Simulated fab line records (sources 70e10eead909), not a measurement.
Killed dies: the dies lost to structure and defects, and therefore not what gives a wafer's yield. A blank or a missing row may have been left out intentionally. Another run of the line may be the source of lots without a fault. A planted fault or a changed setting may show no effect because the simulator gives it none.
Matching of chambers | flow nand_harc | 4 sister chambers for NHARC_A_CHANNEL_HOLE_D1_DESCUM_15 on rie_diel-05
The step chemistry O2, time 3 s. 19 wafers are shown with their chamber, then 9 later ones without.

== WAFERS, EACH WITH ITS CHAMBER ==
wafer  | chamber | drypump_motor_current_A (A) | showerhead_plenum_p_Torr (Torr) | oes_product_au (a.u.)
L925.1 | 1       | 5.5                         | 1.83                            | 0.996
L925.4 | 0       | 5.3                         | 2.01                            | 0.992
L925.5 | 1       | 5.5                         | 1.83                            | 0.996
L930.1 | 0       | 5.3                         | 2.00                            | 1.011
L933.1 | 2       | 6.3                         | 1.80                            | 0.988
L933.2 | 1       | 5.5                         | 1.82                            | 1.005
L933.4 | 0       | 5.3                         | 2.00                            | 1.010
L936.3 | 3       | 5.2                         | 1.91                            | 1.004
L936.5 | 3       | 5.1                         | 1.91                            | 1.005
L936.6 | 0       | 5.3                         | 2.00                            | 1.027
L935.1 | 3       | 5.2                         | 1.91                            | 0.993
L935.5 | 0       | 5.3                         | 2.00                            | 1.013
L935.6 | 3       | 5.2                         | 1.91                            | 1.001
L938.1 | 1       | 5.5                         | 1.82                            | 1.012
L938.2 | 2       | 6.3                         | 1.80                            | 0.986
L938.5 | 2       | 6.3                         | 1.80                            | 0.991
L940.1 | 3       | 5.2                         | 1.91                            | 0.997
L940.2 | 2       | 6.3                         | 1.80                            | 0.989
L940.3 | 1       | 5.5                         | 1.82                            | 1.003

SIGNATURES, as means of the wafers listed above
reading                  | chamber 0 | chamber 1 | chamber 2 | chamber 3 | scatter within a chamber
drypump_motor_current_A  | 5.300     | 5.500     | 6.300     | 5.180     | 0.0231
showerhead_plenum_p_Torr | 2.0020    | 1.8240    | 1.8000    | 1.9100    | 0.00365
oes_product_au           | 1.01060   | 1.00240   | 0.98850   | 1.00000   | 0.00781
Rule: a wafer's distance from a chamber is the root of the sum, over the readings, of the square of ((its reading less the chamber's mean) divided by the reading's scatter). The wafer belongs to the nearest chamber; if the next one is less than 2 further off, it can't be placed. The scatter is the square root of a quotient: the sum, over the shown wafers, of each reading's squared deviation from its chamber's mean, divided by wafers minus chambers.

== WAFERS WITH NO CHAMBER GIVEN ==
wafer  | drypump_motor_current_A (A) | showerhead_plenum_p_Torr (Torr) | oes_product_au (a.u.)
L941.1 | 5.5                         | 1.82                            | 1.001
L941.4 | 5.2                         | 1.91                            | 0.988
L941.6 | 5.5                         | 1.82                            | 1.008
L942.3 | 6.3                         | 1.80                            | 0.986
L942.4 | 5.2                         | 1.91                            | 0.995
L942.5 | 5.5                         | 1.82                            | 1.013
L944.2 | 5.2                         | 1.91                            | 1.004
L944.4 | 5.3                         | 2.00                            | 0.999
L944.6 | 5.2                         | 1.91                            | 0.990

== THE CHAMBER EACH PASSED THROUGH ==
wafer  | from the rows above | in truth
L941.1 | 1                   | 1
L941.4 | 3                   | 3
L941.6 | 1                   | 1
L942.3 | 2                   | 2
L942.4 | 3                   | 3
L942.5 | 1                   | 1
L944.2 | 3                   | 3
L944.4 | 0                   | 0
L944.6 | 3                   | 3
9 of 9 placed correctly. Number that these rows cannot place: 0. 0 placed wrongly.
